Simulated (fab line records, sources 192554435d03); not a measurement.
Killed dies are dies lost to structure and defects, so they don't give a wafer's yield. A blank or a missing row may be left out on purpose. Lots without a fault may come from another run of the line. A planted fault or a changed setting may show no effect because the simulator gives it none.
Chamber matching | flow n5_finfet | N5_BEOL_M4_ETCHBACK_99 on rie_diel-01: 4 sister chambers
The step etches SiO2 in CHF3, target depth 5 nm, time 10.4 s. 4 wafers are shown with their chamber, then 10 later ones without.

WAFERS WITH THEIR CHAMBER
wafer  | chamber | showerhead_plenum_p_Torr (Torr)
L080.3 | 2       | 2.12
L084.4 | 1       | 2.18
L086.1 | 0       | 2.20
L086.2 | 3       | 2.12

WAFERS WITHOUT THEIR CHAMBER
wafer  | showerhead_plenum_p_Torr (Torr)
L086.5 | 2.17
L087.3 | 2.20
L087.4 | 2.12
L087.6 | 2.17
L090.3 | 2.20
L090.4 | 2.20
L090.6 | 2.17
L092.2 | 2.11
L092.4 | 2.12
L092.6 | 2.17

WHICH CHAMBER EACH WENT THROUGH
wafer  | from the rows above     | in truth
L086.5 | 1                       | 1
L087.3 | 0                       | 0
L087.4 | can't be placed: 2 or 3 | 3
L087.6 | 1                       | 1
L090.3 | 0                       | 0
L090.4 | 0                       | 0
L090.6 | 1                       | 1
L092.2 | can't be placed: 2 or 3 | 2
L092.4 | can't be placed: 2 or 3 | 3
L092.6 | 1                       | 1
Placed correctly: 7 of 10. Can't be placed from these rows: 3 (the true chamber is among the candidates in 3). Placed wrongly: 0.
How it was worked out, from the rows above alone: a wafer's distance from a chamber is the root of the sum, over the readings, of the square of ((its reading less the chamber's mean) divided by the reading's scatter). The wafer belongs to the nearest chamber; if the next one is less than 2 further off, it can't be placed. A chamber's mean is the mean of its shown wafers. The scatter: with one shown wafer a chamber, the root of the mean of the squares of how far each hidden wafer lies from its nearest shown one.
